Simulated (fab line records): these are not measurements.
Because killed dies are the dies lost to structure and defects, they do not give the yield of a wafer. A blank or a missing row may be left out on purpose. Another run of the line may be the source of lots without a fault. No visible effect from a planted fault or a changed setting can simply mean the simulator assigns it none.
Problem report, 8D (eight disciplines) form, completed by code || flow nand harc || the parts of the form that need people (team, actions taken, sign-off) are left out

1. PROBLEM STATEMENT
Mean of cd nm at NHARC_A_CHANNEL_HOLE_D1_CD_MEAS_10: 113.0 nm across 6 wafers in 2 lots; on wafers with no fault it is 100.0 nm (standard deviation 0.42). That is +31 standard deviations from the usual mean.
The step: target cd 100 nm.
The first sign was on wafer L274.2 at day 14 11:11, on cd sem-03. At this step, 27 wafers from 9 lots have a number in the record. Rule for "out", or "out of limits": more than 4 standard deviations from the usual mean. The rest of the wafers with a number are treated as sound.

2. WHAT IT IS; WHAT IT IS NOT
{"question": "which readings at this step", "is": "cd nm", "is not": "-"}
{"question": "which lots", "is": "L274, L275", "is not": "L265, L268, L269, L271, L278, L280, L282"}
{"question": "which wafers of those lots", "is": "all that have a number", "is not": "-"}
{"question": "read on which gauges", "is": "cd sem-03", "is not": "cd sem-01"}
{"question": "when", "is": "from day 14 11:11", "is not": "up to then (12 sound wafers); but 9 sound wafers of L278, L280, L282 came after"}

3. THE SUSPECTS, EACH WITH WHAT RULES IT OUT
Counting: a tool at any process step up to the reading remains a suspect when it ran all the lots that are out and ran no sound lot after the first of those.
- the gauge at NHARC_A_CHANNEL_HOLE_D1_CD_MEAS_10: ruled out. All the wafers that are out were read on cd sem-03, but those of them that NHARC_A_CHANNEL_HOLE_D1_CD_MEAS_30 has rows for are out there too, on other tools.
- litho track-01 at NHARC_A_CHANNEL_HOLE_D1_PEB_08 (peb time 65 s): kept. It processed each lot that is out, first L274 at day 14 11:06, and no sound lot thereafter; up to then, the last sound lot it processed was L269 at day 12 18:01.
After counting, what remains is litho track-01 at NHARC_A_CHANNEL_HOLE_D1_PEB_08.

4. THE CAUSE (what the simulator had put in)
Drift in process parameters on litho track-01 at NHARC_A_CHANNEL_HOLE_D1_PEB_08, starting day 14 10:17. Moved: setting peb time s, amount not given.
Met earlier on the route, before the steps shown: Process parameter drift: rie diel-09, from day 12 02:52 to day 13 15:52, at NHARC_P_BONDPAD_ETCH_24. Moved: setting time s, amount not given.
After counting, this tool was the only one left.

5. SEQUENCE OF EFFECTS, ordered by route
Each row: a reading where the mean over the struck wafers with a number is more than 3 standard deviations away from the usual. Only readings for which the record gives a usual standard deviation are gone through. hours: the time from each lot's start at the first step in this table that gives one to its start at this step, as a median over the lots. sigmas: the change in usual standard deviations.
{"hours": 0, "step": "NHARC_A_CHANNEL_HOLE_D1_CD_MEAS_10", "reading": "cd nm", "usual": "100.0 nm", "on struck wafers": 113.0, "change": "+13.0", "sigmas": "+31"}
{"hours": 9, "step": "NHARC_A_CHANNEL_HOLE_D1_CD_MEAS_30", "reading": "cd nm", "usual": "89.7 nm", "on struck wafers": 103.5, "change": "+13.8", "sigmas": "+14"}
{"hours": 9, "step": "NHARC_A_CHANNEL_HOLE_D1_XSEM_31", "reading": "bot cd nm", "usual": "74.3 nm", "on struck wafers": 88.4, "change": "+14.1", "sigmas": "+12"}
{"hours": 367, "step": "NHARC_END_WLT_00", "reading": "VT_DECK1_BOTTOM", "usual": 0.870, "on struck wafers": 0.900, "change": "+0.030", "sigmas": "+4.6"}
{"hours": 367, "step": "NHARC_END_WLT_00", "reading": "VT_DECK1_BOTTOM_INNER", "usual": 0.871, "on struck wafers": 0.903, "change": "+0.032", "sigmas": "+4.8"}
{"hours": 367, "step": "NHARC_END_WLT_00", "reading": "VT_DECK1_MEDIAN_NEAR_BOTTOM", "usual": 0.872, "on struck wafers": 0.903, "change": "+0.031", "sigmas": "+5.2"}
{"hours": 367, "step": "NHARC_END_WLT_00", "reading": "VT_DECK1_MEDIAN_NEAR_BOTTOM_INNER", "usual": 0.872, "on struck wafers": 0.907, "change": "+0.035", "sigmas": "+5.6"}
{"hours": 367, "step": "NHARC_END_WLT_00", "reading": "VT_DECK1_MIDDLE", "usual": 0.885, "on struck wafers": 0.912, "change": "+0.027", "sigmas": "+4.2"}
{"hours": 367, "step": "NHARC_END_WLT_00", "reading": "VT_DECK1_MIDDLE_INNER", "usual": 0.884, "on struck wafers": 0.916, "change": "+0.032", "sigmas": "+5.2"}
{"hours": 367, "step": "NHARC_END_WLT_00", "reading": "VT_DECK1_TOP", "usual": 0.896, "on struck wafers": 0.922, "change": "+0.026", "sigmas": "+4.5"}
{"hours": 367, "step": "NHARC_END_WLT_00", "reading": "VT_DECK1_TOP_INNER", "usual": 0.896, "on struck wafers": 0.922, "change": "+0.026", "sigmas": "+3.9"}
Its process steps:
- NHARC_A_CHANNEL_HOLE_D1_XSEM_31
Later measuring or inspecting steps at which every struck wafer that the step has a row for has a number for every such reading, and none has moved that far: NHARC_END_SORT_01.

6. WHAT WOULD HAVE CAUGHT IT SOONER
In this record the first reading out of limits at a measuring or inspecting step was taken at day 14 11:11, 1 hour after the fault began at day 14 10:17.
An alarm limit of 4 standard deviations would not have fired on the tool readings at NHARC_A_CHANNEL_HOLE_D1_PEB_08 for which the record gives a usual standard deviation, since none of them was out on any struck wafer.
Of the lots that are out (2), L275 began NHARC_A_CHANNEL_HOLE_D1_PEB_08 on litho track-01 after day 14 11:11. A tool hold placed at that time would have kept it from harm.
